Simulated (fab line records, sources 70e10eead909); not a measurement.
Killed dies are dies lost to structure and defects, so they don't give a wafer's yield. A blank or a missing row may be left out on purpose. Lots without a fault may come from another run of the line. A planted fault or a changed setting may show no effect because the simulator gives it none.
fab line records | flow nand_harc | part 1 of 2: steps 1 to 4 of 6
record lots=24 wafers=72 last_day=24
route steps=1159 shown A_M0@1008 A_M1@1040 A_BONDPAD@1072
lots that met no fault: from a run of the same line without faults
start_h: hours from the record's first day to the start of the lot's first wafer shown | wait_h: hours since the lot's step before | " the same as in the row above | L1.1+2: a row that stands for several wafers | - no value, or no start given | * or withheld: withheld | < > ~ a bound
route shown NAME@n: a module of which the file shows steps, and the number in the route of the first | usual: mean/standard deviation of fault-free wafers | same: alike in all rows | chamber/n: place in a boat | sites: the reading at each site | _std_site: their standard deviation | _edge_site: outer sites' mean less inner sites' | radius_mm: how far each site lies from the wafer's centre | mask NAME#n: copy n | behind: the tool/chamber that last shaped the wafer | hold: why the lot was held/for how many hours/how that ended | device: the transistor (n, p or np) that didn't switch | end of line: the same wafers' tests at the end of the route | a step without rows: its recipe alone | killed: dies lost to structure and defects at the first sort, not the wafer's yield | map: a wafer's dies, x killed, . not, _ none there
set.NAME: the setting as run; set.NAME@STEP: as run at that earlier step | model.NAME: the simulator's own value behind a step, which no gauge read
steps of the route over a sample of lots; a table a step, a row a wafer
services: from which hour (start_h, from the record's first day; less than 0 if before it) a tool's chamber was out of use, for how many hours, and why
## steps
# step NHARC_A_M0_ETCH_34
# recipe target_depth_a=400 overetch_a=120 time_s=43.94 ion_energy_ev=200 n2_flow_sccm=150 h2_flow_sccm=150 ar_flow_sccm=0 rf_w=400 bias_w=150 chemistry=N2/H2
# usual drypump_motor_current_A=5.7/0.3 oes_product_au=1.002/0.0093 rf_vpp_V=430.1/2.5 showerhead_plenum_p_Torr=2.02/0.085 throttle_valve_pct=14.171/0.0096
# columns lot.wafer tool chamber start_h wait_h drypump_motor_current_A oes_product_au rf_hours_counter_h rf_vpp_V showerhead_plenum_p_Torr throttle_valve_pct
L076.1 rie_diel-10 2 404.71 0.1 5.4 0.991 3.7 428.5 1.95 14.169
L076.2 " 3 " " 5.6 1.003 4.9 428.6 1.96 14.172
L076.6 " 1 " " 5.4 0.990 - 434.8 2.19 14.182
L074.1 rie_diel-04 1 408.34 0.1 6.1 1.025 6.0 430.5 2.05 14.179
L074.4 " 2 " " 5.6 1.004 6.9 429.0 1.97 14.171
L074.3 " 0 " " 5.7 1.001 5.1 428.2 1.99 14.152
L075.3 rie_diel-04 1 409.21 0.1 6.2 1.011 6.1 429.2 2.05 14.177
L075.4 " 2 " " 5.5 1.008 6.9 428.0 1.97 14.180
L075.5 " 0 " " 5.7 0.999 - 428.4 1.99 14.187
L077.2 rie_diel-09 0 413.11 0.1 5.5 1.003 9.2 431.6 2.09 14.165
L077.1 " 3 " " 5.9 1.000 8.3 433.4 2.14 14.177
L077.4 " 2 " " 6.2 1.000 - 428.1 1.95 14.173
L078.3 rie_diel-04 3 413.28 0.1 5.4 0.998 8.0 427.3 1.92 14.162
L078.1 " 1 " " 6.2 1.010 6.6 429.8 2.05 14.161
L078.6 " 3 " " 5.4 1.001 - 427.8 1.92 14.159
L080.1 rie_diel-10 2 426.66 0.1 5.4 0.989 4.8 426.6 1.95 14.169
L080.4 " 0 " " 5.2 0.994 5.4 434.9 2.18 14.171
L080.5 " 2 " " 5.4 0.992 - 428.1 1.95 14.185
L079.3 rie_diel-10 0 430.14 0.1 5.3 1.011 5.5 435.0 2.18 14.194
L079.1 " 1 " " 5.4 1.013 3.9 435.6 2.19 14.155
L079.5 " 3 " " 5.6 0.995 - 427.9 1.96 14.173
L081.2 rie_diel-10 1 430.72 0.1 5.4 0.998 3.9 434.9 2.19 14.176
L081.4 " 3 " " 5.5 1.004 6.0 428.2 1.96 14.170
L081.3 " 0 " " 5.3 1.009 5.5 435.7 2.18 14.176
L082.1 rie_diel-10 3 450.34 0.1 5.6 1.004 8.9 427.6 1.96 14.175
L082.4 " 0 " " 5.2 1.020 8.4 434.3 2.18 14.185
L082.2 " 1 " " 5.4 1.002 5.8 434.6 2.19 14.154
L083.2 rie_diel-04 3 451.11 0.1 5.4 0.989 11.6 427.0 1.92 14.183
L083.1 " 0 " " 5.7 1.012 9.4 429.3 1.99 14.187
L083.5 " 2 " " 5.5 1.007 - 427.2 1.97 14.157
L084.4 rie_diel-04 1 452.97 0.1 6.2 1.001 11.3 430.2 2.05 14.145
L084.3 " 2 " " 5.5 1.004 10.0 426.7 1.97 14.162
L084.5 " 0 " " 5.7 0.999 - 430.4 1.99 14.170
L087.3 rie_diel-09 2 464.13 0.1 6.2 1.003 1.8 427.7 1.95 14.182
L087.2 " 0 " " 5.5 1.001 1.7 433.0 2.09 14.166
L087.5 " 1 " " 5.7 1.016 - 429.1 1.99 14.182
L088.3 rie_diel-04 1 476.85 0.2 6.2 0.998 0.2 429.9 2.05 14.167
L088.4 " 2 " " 5.6 1.014 0.1 427.9 1.97 14.170
L088.2 " 0 " " 5.8 1.014 0.3 429.7 1.99 14.166
L086.3 rie_diel-04 3 479.52 0.1 5.4 1.004 0.4 425.0 1.92 14.175
L086.1 " 0 " " 5.7 1.005 0.4 428.8 1.99 14.159
L086.5 " 2 " " 5.5 1.013 - 428.3 1.97 14.169
L089.4 rie_diel-09 3 480.81 0.1 5.9 0.979 3.7 434.3 2.14 14.162
L089.6 " 0 " " 5.5 0.985 - 433.7 2.09 14.180
L089.5 " 1 " " 5.7 1.008 - 428.4 1.99 14.157
L085.4 rie_diel-10 2 481.24 0.1 5.4 1.015 8.5 429.2 1.95 14.179
L085.3 " 1 " " 5.4 1.003 7.4 433.2 2.19 14.178
L085.5 " 2 " " 5.4 1.007 - 426.8 1.95 14.145
L092.2 rie_diel-09 3 495.17 0.1 5.9 0.988 5.1 432.8 2.14 14.144
L092.3 " 2 " " 6.2 0.985 4.9 428.3 1.95 14.166
L092.6 " 3 " " 5.9 0.986 - 433.1 2.14 14.177
L091.2 rie_diel-04 1 503.52 0.1 6.2 1.005 1.8 431.6 2.05 14.167
L091.1 " 2 " " 5.5 1.009 1.8 429.2 1.97 14.174
L091.6 " 1 " " 6.2 0.999 - 430.4 2.05 14.190
L090.2 rie_diel-09 2 511.64 0.1 6.2 1.000 6.4 427.7 1.95 14.170
L090.4 " 3 " " 5.9 0.989 6.6 433.0 2.14 14.175
L090.6 " 3 " " 5.9 1.005 - 434.2 2.14 14.161
L093.1 rie_diel-09 3 512.50 0.1 5.9 0.986 6.7 433.0 2.14 14.176
L093.3 " 2 " " 6.2 1.003 6.4 427.3 1.95 14.171
L093.5 " 0 " " 5.5 0.992 - 432.6 2.09 14.173
L097.2 rie_diel-04 2 524.60 0.1 5.6 1.005 3.6 428.5 1.96 14.151
L097.1 " 3 " " 5.4 0.995 2.8 427.5 1.92 14.164
L097.5 " 2 " " 5.6 1.019 - 428.6 1.96 14.160
L095.1 rie_diel-09 1 525.01 0.1 5.7 1.017 7.6 429.3 1.99 14.175
L095.4 " 0 " " 5.6 1.014 7.9 433.5 2.09 14.168
L095.6 " 2 " " 6.2 1.004 - 427.6 1.95 14.181
L096.3 rie_diel-09 3 536.97 0.1 5.9 0.981 9.6 434.2 2.14 14.179
L096.4 " 1 " " 5.7 1.007 8.8 429.6 1.99 14.173
L096.5 " 0 " " 5.6 1.005 - 431.7 2.09 14.174
L094.2 rie_diel-04 1 540.88 0.1 6.2 1.004 4.4 430.2 2.05 14.166
L094.4 " 2 " " 5.6 1.003 4.6 429.9 1.96 14.169
L094.6 " 0 " " 5.7 0.990 - 429.3 1.99 14.175
# step NHARC_A_M1_ETCH_35
# recipe target_depth_a=400 overetch_a=120 time_s=43.94 ion_energy_ev=200 n2_flow_sccm=150 h2_flow_sccm=150 ar_flow_sccm=0 rf_w=400 bias_w=150 chemistry=N2/H2
# usual drypump_motor_current_A=5.7/0.39 oes_product_au=1.000/0.01 rf_vpp_V=430.9/2.8 showerhead_plenum_p_Torr=2.05/0.098 throttle_valve_pct=14.172/0.0091
# columns lot.wafer tool chamber start_h wait_h drypump_motor_current_A oes_product_au rf_hours_counter_h rf_vpp_V showerhead_plenum_p_Torr throttle_valve_pct
L076.2 rie_diel-08 0 410.45 0.1 6.1 0.994 6.2 432.9 2.09 14.181
L076.1 " 1 " " 5.6 1.011 5.6 428.7 2.00 14.189
L076.6 " 3 " " 5.4 1.001 - 432.9 2.18 14.176
L074.3 rie_diel-01 3 412.68 0.1 6.1 0.998 2.2 427.8 1.91 14.160
L074.1 " 0 " " 5.3 1.005 2.1 434.7 2.13 14.177
L074.4 " 1 " " 6.1 0.998 2.2 428.9 1.96 14.166
L075.3 rie_diel-12 2 413.71 0.1 5.6 0.989 2.5 431.8 2.10 14.180
L075.4 " 3 " " 6.0 0.989 2.2 434.9 2.18 14.187
L075.5 " 0 " " 5.7 1.018 - 427.8 1.97 14.176
L077.1 rie_diel-12 3 417.24 0.1 6.0 0.990 2.7 434.4 2.18 14.171
L077.2 " 0 " " 5.7 1.030 3.1 428.1 1.97 14.186
L077.4 " 1 " " 5.2 0.995 3.7 434.2 2.20 14.178
L078.1 rie_diel-01 3 417.79 0.1 6.1 0.992 2.5 427.3 1.91 14.158
L078.3 " 2 " " 5.0 0.987 2.5 430.7 2.06 14.171
L078.6 " 0 " " 5.3 1.001 - 432.3 2.13 14.180
L080.1 rie_diel-01 0 430.88 0.1 5.3 1.021 2.7 433.0 2.13 14.173
L080.4 " 2 " " 5.1 0.983 2.9 431.8 2.06 14.164
L080.5 " 3 " " 6.1 0.998 - 426.7 1.91 14.180
L079.1 rie_diel-01 0 434.16 0.1 5.3 1.016 2.9 432.1 2.13 14.183
L079.3 " 2 " " 5.0 0.998 3.0 430.0 2.06 14.190
L079.5 " 1 " " 6.0 1.018 - 429.2 1.96 14.160
L081.3 rie_diel-01 2 434.79 0.1 5.0 0.987 3.1 431.1 2.06 14.170
L081.2 " 3 " " 6.1 0.997 3.0 427.0 1.91 14.171
L081.4 " 1 " " 6.0 0.993 3.0 427.1 1.96 14.175
L082.4 rie_diel-01 0 454.39 0.1 5.3 1.011 3.4 431.8 2.13 14.162
L082.2 " 1 " " 6.0 0.999 3.4 428.2 1.96 14.169
L082.1 " 2 " " 5.0 0.995 3.5 431.0 2.06 14.176
L083.2 rie_diel-12 3 455.20 0.1 5.9 1.000 5.9 434.1 2.18 14.173
L083.1 " 0 " " 5.7 1.025 6.5 428.8 1.97 14.154
L083.5 " 1 " " 5.2 0.988 - 434.2 2.19 14.177
L084.3 rie_diel-08 0 457.13 0.1 6.2 0.991 8.4 431.3 2.08 14.164
L084.4 " 1 " " 5.6 1.005 7.9 429.7 2.00 14.159
L084.5 " 1 " " 5.6 1.006 - 430.7 2.00 14.179
L087.2 rie_diel-01 1 468.18 0.1 6.1 1.007 3.6 428.1 1.96 14.175
L087.3 " 3 " " 6.1 0.986 3.8 426.3 1.91 14.182
L087.5 " 0 " " 5.3 1.002 - 432.3 2.13 14.171
L088.2 rie_diel-12 0 481.16 0.1 5.7 1.011 7.7 428.0 1.97 14.165
L088.4 " 1 " " 5.2 0.994 8.3 434.7 2.19 14.175
L088.3 " 3 " " 6.0 0.980 7.2 432.7 2.18 14.178
L086.3 rie_diel-01 0 483.43 0.1 5.3 1.021 4.0 433.5 2.13 14.166
L086.1 " 3 " " 6.1 1.006 4.2 426.9 1.91 14.167
L086.5 " 0 " " 5.3 1.016 - 434.6 2.13 14.172
L089.6 rie_diel-12 1 485.21 0.1 5.2 0.994 - 434.3 2.19 14.170
L089.4 " 2 " " 5.6 1.008 - 433.1 2.10 14.185
L089.5 " 3 " " 5.9 0.985 - 434.4 2.18 14.172
L085.4 rie_diel-01 3 486.23 0.1 6.1 1.000 4.5 425.3 1.91 14.155
L085.3 " 0 " " 5.3 1.011 4.3 432.6 2.13 14.159
L085.5 " 3 " " 6.1 1.006 - 426.1 1.91 14.184
L092.3 rie_diel-12 1 499.21 0.1 5.2 0.989 9.7 434.4 2.19 14.174
L092.2 " 2 " " 5.6 0.999 9.2 432.9 2.10 14.174
L092.6 " 2 " " 5.6 0.998 - 433.2 2.10 14.170
L091.2 rie_diel-08 0 507.83 0.1 6.1 0.992 1.4 432.6 2.08 14.186
L091.1 " 2 " " 6.2 0.998 1.5 427.4 1.89 14.161
L091.6 " 0 " " 6.1 1.002 - 431.0 2.08 14.145
L090.2 rie_diel-08 3 515.75 0.1 5.5 0.985 1.7 435.4 2.18 14.166
L090.4 " 3 " " 5.4 0.992 - 434.5 2.18 14.172
L090.6 " 1 " " 5.6 1.012 - 428.9 2.00 14.169
L093.1 rie_diel-08 0 516.61 0.1 6.1 0.992 1.7 429.4 2.08 14.155
L093.3 " 3 " " 5.4 0.988 1.8 434.1 2.18 14.169
L093.5 " 1 " " 5.6 0.999 - 427.8 2.00 14.168
L097.1 rie_diel-08 0 528.69 0.1 6.1 0.995 2.2 433.1 2.08 14.180
L097.2 " 2 " " 6.2 0.998 2.9 426.0 1.89 14.174
L097.5 " 0 " " 6.1 0.992 - 431.4 2.08 14.170
L095.1 rie_diel-12 2 529.12 0.1 5.6 0.993 10.1 430.5 2.10 14.190
L095.4 " 0 " " 5.7 1.023 9.3 429.1 1.97 14.165
L095.6 " 3 " " 6.0 0.993 - 434.8 2.18 14.157
L096.4 rie_diel-01 0 541.47 0.1 5.3 1.006 0.9 433.5 2.13 14.178
L096.3 " 2 " " 5.0 0.985 1.0 431.0 2.06 14.171
L096.5 " 0 " " 5.3 0.999 - 432.8 2.13 14.169
L094.2 rie_diel-01 2 544.78 0.1 5.0 1.007 1.1 430.1 2.05 14.171
L094.4 " 3 " " 6.1 1.000 1.1 427.8 1.91 14.153
L094.6 " 1 " " 6.0 1.020 - 428.2 1.96 14.178
# step NHARC_A_M1_PVD_20
# recipe target_thk_a=50 bias_v=168.6 power_w=15000 chamber_pressure_pa=0.12 time_s=8.06 substrate_temp_c=50 material=TaN
# usual bias_v=168.6/1.6 chamber_pressure_pa=0.11998/0.00022 substrate_temp_c=50.00/0.12 throttle_valve_pct=29.8/0.89
# columns lot.wafer tool chamber start_h wait_h bias_v chamber_pressure_pa substrate_temp_c throttle_valve_pct
L076.1 pvd_sputter-01 - - - 170.4 0.12023 50.00 29.4
L076.2 " - " " 169.0 0.12024 49.85 31.8
L076.6 " - " " 168.2 0.12002 49.99 29.3
L074.1 pvd_sputter-01 - - - 167.2 0.12008 50.14 29.7
L074.3 " - " " 169.2 0.12002 50.07 29.6
L074.4 " - " " 168.7 0.12011 50.03 29.3
L075.4 pvd_sputter-03 - - - 166.8 0.12019 50.08 29.0
L075.3 " - " " 171.4 0.11963 50.04 30.3
L075.5 " - " " 170.3 0.11987 50.08 30.3
L077.4 pvd_sputter-01 - - - 169.0 0.11994 49.95 29.5
L077.2 " - " " 165.6 0.1197 50.13 29.7
L077.1 " - " " 164.4 0.11996 49.98 31.7
L078.3 pvd_sputter-03 - - - 165.8 0.12009 50.15 29.1
L078.1 " - " " 170.0 0.12039 50.04 30.7
L078.6 " - " " 169.0 0.12025 49.98 30.3
L080.4 pvd_sputter-03 - - - 166.6 0.12008 49.92 28.8
L080.1 " - " " 169.1 0.12007 50.05 28.6
L080.5 " - " " 168.0 0.1201 50.13 28.8
L079.3 pvd_sputter-03 - - - 169.7 0.11975 49.95 30.5
L079.1 " - " " 168.0 0.11982 49.90 30.5
L079.5 " - " " 167.9 0.11969 50.10 30.4
L081.3 pvd_sputter-01 - - - 166.6 0.11993 50.01 29.5
L081.4 " - " " 167.9 0.11994 49.84 29.9
L081.2 " - " " 168.4 0.12017 50.05 32.0
L082.2 pvd_sputter-02 - - - 168.6 0.12007 50.04 30.0
L082.1 " - " " 167.3 0.12009 49.94 30.5
L082.4 " - " " 168.2 0.1201 49.90 29.3
L083.2 pvd_sputter-01 - - - 167.0 0.12008 49.96 29.6
L083.1 " - " " 169.7 0.11972 50.05 30.0
L083.5 " - " " 168.3 0.11991 50.05 29.4
L084.3 pvd_sputter-02 - - - 167.8 0.11998 49.99 29.6
L084.4 " - " " 169.5 0.11967 49.94 29.1
L084.5 " - " " 167.9 0.11996 49.91 30.1
L087.3 pvd_sputter-01 - - - 166.6 0.12008 50.17 29.6
L087.2 " - " " 168.7 0.11987 49.83 29.6
L087.5 " - " " 168.0 0.12051 50.12 29.3
L088.4 pvd_sputter-03 - - - 170.5 0.11977 49.83 30.6
L088.3 " - " " 169.8 0.11994 49.83 29.1
L088.2 " - " " 168.7 0.1196 50.08 30.4
L086.1 pvd_sputter-02 - - - 166.9 0.11999 50.09 29.0
L086.3 " - " " 167.1 0.12021 50.04 29.7
L086.5 " - " " 168.0 0.11995 50.21 29.2
L089.4 pvd_sputter-02 - - - 169.5 0.11974 50.10 30.2
L089.5 " - " " 168.3 0.12007 50.00 29.8
L089.6 " - " " 170.7 0.11999 50.14 29.8
L085.4 pvd_sputter-03 - - - 165.9 0.12021 49.93 30.4
L085.3 " - " " 166.0 0.11962 50.01 30.4
L085.5 " - " " 167.9 0.11999 49.96 30.5
L092.3 pvd_sputter-03 - - - 167.5 0.1199 49.95 30.6
L092.2 " - " " 167.3 0.11996 49.83 29.0
L092.6 " - " " 167.7 0.11959 49.88 28.3
L091.1 pvd_sputter-03 - - - 168.6 0.11989 50.03 30.2
L091.2 " - " " 170.2 0.1198 50.05 30.6
L091.6 " - " " 168.5 0.11998 49.98 29.1
L090.2 pvd_sputter-02 - - - 171.7 0.12003 50.19 30.1
L090.4 " - " " 167.3 0.1202 49.86 30.0
L090.6 " - " " 171.1 0.11998 50.17 30.3
L093.1 pvd_sputter-03 - - - 166.5 0.1202 50.08 30.5
L093.3 " - " " 168.2 0.12007 49.84 28.0
L093.5 " - " " 168.0 0.1202 50.12 28.8
L097.1 pvd_sputter-02 - - - 170.2 0.11983 50.07 29.1
L097.2 " - " " 168.8 0.11989 49.84 29.8
L097.5 " - " " 169.2 0.11984 49.98 29.1
L095.4 pvd_sputter-03 - - - 170.5 0.11979 49.96 28.8
L095.1 " - " " 169.0 0.12014 49.97 30.9
L095.6 " - " " 169.4 0.11995 49.80 28.9
L096.4 pvd_sputter-03 - - - 164.9 0.11996 49.87 28.1
L096.3 " - " " 169.1 0.11934 50.12 30.5
L096.5 " - " " 171.2 0.11987 50.08 30.5
L094.4 pvd_sputter-02 - - - 168.2 0.11988 49.95 30.7
L094.2 " - " " 165.6 0.11996 49.91 29.2
L094.6 " - " " 168.9 0.12 49.92 30.1
# step NHARC_A_BONDPAD_CD_MEAS_09
# recipe target_cd_nm=500 landing_energy_ev=500
# usual cd_nm=500.7/2.2
# same landing_energy_ev=500
# columns lot.wafer tool chamber start_h wait_h cd_nm
L076.1 cd_sem-03 0 414.99 - 501.8
L076.2 " 0 " " 503.1
L076.6 " 0 " " 502.7
L074.1 cd_sem-03 0 417.23 - 498.4
L074.3 " 0 " " 497.9
L074.4 " 0 " " 501.3
L075.3 cd_sem-01 0 418.40 - 501.0
L075.4 " 0 " " 503.2
L075.5 " 0 " " 501.9
L077.1 cd_sem-01 0 421.90 - 503.9
L077.2 " 0 " " 504.0
L077.4 " 0 " " 505.6
L078.1 cd_sem-03 0 422.27 - 496.6
L078.3 " 0 " " 499.1
L078.6 " 0 " " 501.1
L080.1 cd_sem-03 0 435.74 - 503.2
L080.4 " 0 " " 503.8
L080.5 " 0 " " 505.0
L079.1 cd_sem-01 0 438.64 - 497.2
L079.3 " 0 " " 498.7
L079.5 " 0 " " 498.6
L081.2 cd_sem-01 0 439.25 - 497.7
L081.3 " 0 " " 501.0
L081.4 " 0 " " 497.3
L082.1 cd_sem-01 0 459.25 - 502.6
L082.2 " 0 " " 497.8
L082.4 " 0 " " 500.9
L083.1 cd_sem-03 0 459.47 - 499.5
L083.2 " 0 " " 499.4
L083.5 " 0 " " 503.1
L084.3 cd_sem-03 0 461.45 - 501.3
L084.4 " 0 " " 497.3
L084.5 " 0 " " 498.9
L087.2 cd_sem-01 0 472.58 - 498.4
L087.3 " 0 " " 498.0
L087.5 " 0 " " 497.1
L088.2 cd_sem-01 0 486.74 - 502.0
L088.3 " 0 " " 500.7
L088.4 " 0 " " 498.6
L086.1 cd_sem-03 0 487.86 - 501.8
L086.3 " 0 " " 501.2
L086.5 " 0 " " 500.9
L089.4 cd_sem-03 0 489.56 - 500.2
L089.5 " 0 " " 505.4
L089.6 " 0 " " 502.0
L085.3 cd_sem-03 0 490.73 - 502.6
L085.4 " 0 " " 500.7
L085.5 " 0 " " 501.6
L092.2 cd_sem-03 0 503.70 - 503.2
L092.3 " 0 " " 500.1
L092.6 " 0 " " 502.1
L091.1 cd_sem-03 0 516.16 - 500.7
L091.2 " 0 " " 498.6
L091.6 " 0 " " 498.0
L090.2 cd_sem-03 0 520.09 - 501.1
L090.4 " 0 " " 502.5
L090.6 " 0 " " 503.4
L093.1 cd_sem-01 0 521.20 - 498.0
L093.3 " 0 " " 499.3
L093.5 " 0 " " 500.3
L097.1 cd_sem-01 0 533.22 - 500.9
L097.2 " 0 " " 496.0
L097.5 " 0 " " 501.0
L095.1 cd_sem-03 0 533.65 - 503.5
L095.4 " 0 " " 500.2
L095.6 " 0 " " 499.7
L096.3 cd_sem-03 0 545.79 - 500.8
L096.4 " 0 " " 498.7
L096.5 " 0 " " 501.3
L094.2 cd_sem-03 0 549.22 - 501.7
L094.4 " 0 " " 498.3
L094.6 " 0 " " 498.9
